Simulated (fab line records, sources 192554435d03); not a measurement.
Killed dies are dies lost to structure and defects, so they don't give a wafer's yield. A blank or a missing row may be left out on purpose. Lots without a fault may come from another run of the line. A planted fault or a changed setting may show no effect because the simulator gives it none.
Which tool did it? | flow n5_finfet | 10 lots, 30 wafers sampled, at 5 steps of a route of 1938

WHAT THE GAUGES READ, wafer by wafer
N5_BEOL_M14_CD_MEAS_17: target cd 250 nm.
lot  | measured     | on        | cd_nm (nm)
L182 | day 10 14:10 | cd_sem-02 | 251.6 250.2 250.6
L184 | day 11 07:26 | cd_sem-02 | 251.6 255.2 254.9
L185 | day 11 15:19 | cd_sem-02 | 247.2 249.0 250.7
L189 | day 12 09:20 | cd_sem-01 | 253.8 254.1 252.7
L188 | day 12 16:27 | cd_sem-03 | 252.0 252.2 252.0
L190 | day 12 22:34 | cd_sem-01 | 251.1 253.1 253.8
L192 | day 13 14:34 | cd_sem-03 | 250.1 250.7 249.0
L193 | day 13 19:54 | cd_sem-03 | 248.2 248.0 246.5
L196 | day 14 15:37 | cd_sem-03 | 251.9 253.8 252.6
L202 | day 16 03:23 | cd_sem-03 | 252.3 252.6 253.7

N5_BEOL_M15_THK_MEAS_01.
lot  | measured     | on            | M15_ILD_THK (nm)
L182 | day 10 19:02 | film_metro-02 | 1604 1620 1652
L184 | day 11 11:37 | film_metro-01 | 1620 1657 1626
L185 | day 11 22:14 | film_metro-02 | 1621 1636 1662
L189 | day 12 15:26 | film_metro-02 | 1636 1662 1631
L188 | day 12 21:47 | film_metro-02 | 1601 1578 1598
L190 | day 13 03:19 | film_metro-02 | 1538 1574 1585
L192 | day 13 20:30 | film_metro-01 | 1644 1648 1667
L193 | day 14 02:43 | film_metro-02 | 1638 1666 1664
L196 | day 14 21:09 | film_metro-02 | 1616 1633 1679
L202 | day 16 06:49 | film_metro-01 | 1630 1598 1624

WHICH TOOL RAN EACH LOT (tool, then ch and the chambers of the sampled wafers, then the start)
lot  | N5_BEOL_M14_ETCH_38                           | N5_BEOL_M14_CMP_49            | N5_BEOL_M15_ILD_DEP_00
L182 | rie_diel-06 ch 0,2, day 10 18:18 or earlier   | cmp-04 ch 0,1,2, day 10 18:18 | pecvd-01 ch 0,1, day 10 18:47
L184 | rie_diel-03 ch 0,1, day 11 10:55 or earlier   | cmp-03 ch 0,1, day 11 10:55   | pecvd-01 ch 0,1,2, day 11 11:22
L185 | rie_diel-01 ch 0,3, day 11 21:32 or earlier   | cmp-04 ch 2,3, day 11 21:32   | pecvd-01 ch 1,2, day 11 21:59
L189 | rie_diel-03 ch 2,3, day 12 14:41 or earlier   | cmp-03 ch 1,2, day 12 14:41   | pecvd-04 ch 0,2, day 12 15:11
L188 | rie_diel-03 ch 1,2,3, day 12 20:37 or earlier | cmp-04 ch 0,1,2, day 12 20:37 | pecvd-01 ch 1, day 12 21:13
L190 | rie_diel-01 ch 0,1,2, day 13 02:29 or earlier | cmp-02 ch 1,3, day 13 02:29   | pecvd-01 ch 1,2, day 13 02:58
L192 | rie_diel-01 ch 1,3, day 13 19:44 or earlier   | cmp-03 ch 0,1,2, day 13 19:44 | pecvd-04 ch 0,2, day 13 20:08
L193 | rie_diel-01 ch 1,2,3, day 14 01:59 or earlier | cmp-02 ch 1,3, day 14 01:59   | pecvd-04 ch 1,2, day 14 02:28
L196 | rie_diel-03 ch 0,1,3, day 14 20:25 or earlier | cmp-04 ch 0,1,2, day 14 20:25 | pecvd-04 ch 0,1,2, day 14 20:54
L202 | rie_diel-03 ch 0,1,2, day 16 06:04 or earlier | cmp-03 ch 0,2,3, day 16 06:04 | pecvd-04 ch 0,2, day 16 06:34
- N5_BEOL_M14_ETCH_38: etches SiCN in CF4/N2, target depth 106.5 nm, time 120.6 s.
- N5_BEOL_M14_CMP_49: polishes, stops on SiO2, t overpolish 5.2 s, target thk 560 nm.
- N5_BEOL_M15_ILD_DEP_00: deposits SiO2 from TEOS/O2, target thk 1629.3 nm, time 346.1 s.

WHAT THE TOOLS THEMSELVES READ (means of the sampled wafers that have a number; where no wafer has one, the mark that the record gives instead)
N5_BEOL_M14_ETCH_38.
lot  | tool        | cf4_flow_sccm (sccm) | drypump_motor_current_A (A) | oes_product_au (a.u.) | rf_vpp_V (V) | showerhead_plenum_p_Torr (Torr) | throttle_valve_pct (%)
L182 | rie_diel-06 | 60.25                | 5.1                         | 0.76                  | 381.7        | 2.17                            | 15.60
L184 | rie_diel-03 | 60.01                | 5.3                         | 0.74                  | 381.7        | 2.17                            | 15.33
L185 | rie_diel-01 | 59.99                | 5.9                         | 0.75                  | 381.9        | 2.22                            | 15.54
L189 | rie_diel-03 | 60.12                | 5.8                         | 0.74                  | 380.8        | 2.14                            | 15.62
L188 | rie_diel-03 | 59.78                | 5.5                         | 0.77                  | 381.1        | 2.15                            | 15.43
L190 | rie_diel-01 | 60.03                | 5.5                         | 0.78                  | 382.8        | 2.21                            | 15.60
L192 | rie_diel-01 | 59.74                | 6.0                         | 0.84                  | 382.3        | 2.21                            | 15.25
L193 | rie_diel-01 | 60.06                | 5.8                         | 0.79                  | 383.5        | 2.25                            | 15.43
L196 | rie_diel-03 | 59.84                | 5.6                         | 0.85                  | 382.4        | 2.20                            | 15.30
L202 | rie_diel-03 | 59.92                | 5.6                         | 0.86                  | 383.3        | 2.24                            | 15.26

N5_BEOL_M14_CMP_49.
lot  | tool   | barrier_field_endpoint_s (s) | clearing_platen_rpm (rpm) | motor_current_A (A) | overpolish_run_s (s) | time_to_endpoint_s (s)
L182 | cmp-04 | 11.53                        | 79.99                     | 7.6                 | 5.188                | 125
L184 | cmp-03 | 11.56                        | 80.06                     | 7.9                 | 5.195                | 127
L185 | cmp-04 | 11.32                        | 79.98                     | 8.9                 | 5.201                | 117
L189 | cmp-03 | 10.99                        | 80.02                     | 7.9                 | 5.200                | 114
L188 | cmp-04 | 11.75                        | 80.03                     | 7.5                 | 5.204                | 126
L190 | cmp-02 | 11.14                        | 79.98                     | 8.5                 | 5.193                | 118
L192 | cmp-03 | 11.02                        | 79.96                     | 8.1                 | 5.204                | 118
L193 | cmp-02 | 11.37                        | 80.01                     | 8.4                 | 5.205                | 116
L196 | cmp-04 | 11.35                        | 79.97                     | 7.7                 | 5.194                | 120
L202 | cmp-03 | 10.97                        | 79.99                     | 8.4                 | 5.190                | 117

N5_BEOL_M15_ILD_DEP_00.
lot  | tool     | heater_power_w (W) | showerhead_plenum_p_Torr (Torr) | showerhead_vpp_V (V) | susceptor_temp_C (C) | throttle_valve_pct (%)
L182 | pecvd-01 | 558                | 8.357                           | 1914                 | 400.04               | 21.3
L184 | pecvd-01 | 589                | 8.337                           | 1918                 | 399.87               | 20.1
L185 | pecvd-01 | 616                | 8.373                           | 1960                 | 399.82               | 20.7
L189 | pecvd-04 | 459                | 8.326                           | 1904                 | 400.03               | 17.3
L188 | pecvd-01 | 595                | 8.368                           | 1982                 | 405.58               | 22.0
L190 | pecvd-01 | 559                | 8.368                           | 1975                 | 405.44               | 19.7
L192 | pecvd-04 | 441                | 8.319                           | 1911                 | 400.01               | 17.5
L193 | pecvd-04 | 480                | 8.325                           | 1813                 | 399.76               | 18.3
L196 | pecvd-04 | 543                | 8.328                           | 1874                 | 399.96               | 18.2
L202 | pecvd-04 | 441                | 8.322                           | 1921                 | 399.88               | 17.6

THE ANSWER, worked out from the rows above alone
Rule: what is usual is taken from the lots themselves. Put in order of their means at a reading, lots are off if they are a third of the lots or fewer, leave a main group of 4 or more, and stand apart from it by a gap of 3 or more times the standard deviation of the main group's means; of several such gaps the widest counts. A main group whose means are all the same, to the digits that the tables above print for the reading, isn't used. A lot without any number at a reading at which 4 lots or more have one is off too. The other lots that the step has rows for count as sound. The gauges are gone through in route order, then the tools' own readings, and for those a lot's mean is taken as printed above. The first step at which some lot is off is used, and at that step the reading that is off furthest; a lot without a number counts as furthest.
Off: L188, L190, at N5_BEOL_M15_ILD_DEP_00 (susceptor_temp_C). The main group: mean 399.92 C, standard deviation 0.097.
A tool fits if, at that step or a process step before it, it ran every lot that is off, and no sound lot after the first of them. N5_BEOL_M14_ETCH_38 gives no start for some lots, so the hours and the order of its lots are those of N5_BEOL_M14_CMP_49. One fits: pecvd-01 at N5_BEOL_M15_ILD_DEP_00. Its last sound lot is L185 (day 11 21:59), its first lot that is off L188 (day 12 21:13): a fault that began between those two fits.
The tool's own readings at N5_BEOL_M15_ILD_DEP_00 bear it out: on the lots that are off they differ by more than 5 times the standard deviation of the sound lots' means. susceptor_temp_C reads 405.51 C there against 399.92 C on the sound lots.

WHAT THE SIMULATOR HAD PUT IN
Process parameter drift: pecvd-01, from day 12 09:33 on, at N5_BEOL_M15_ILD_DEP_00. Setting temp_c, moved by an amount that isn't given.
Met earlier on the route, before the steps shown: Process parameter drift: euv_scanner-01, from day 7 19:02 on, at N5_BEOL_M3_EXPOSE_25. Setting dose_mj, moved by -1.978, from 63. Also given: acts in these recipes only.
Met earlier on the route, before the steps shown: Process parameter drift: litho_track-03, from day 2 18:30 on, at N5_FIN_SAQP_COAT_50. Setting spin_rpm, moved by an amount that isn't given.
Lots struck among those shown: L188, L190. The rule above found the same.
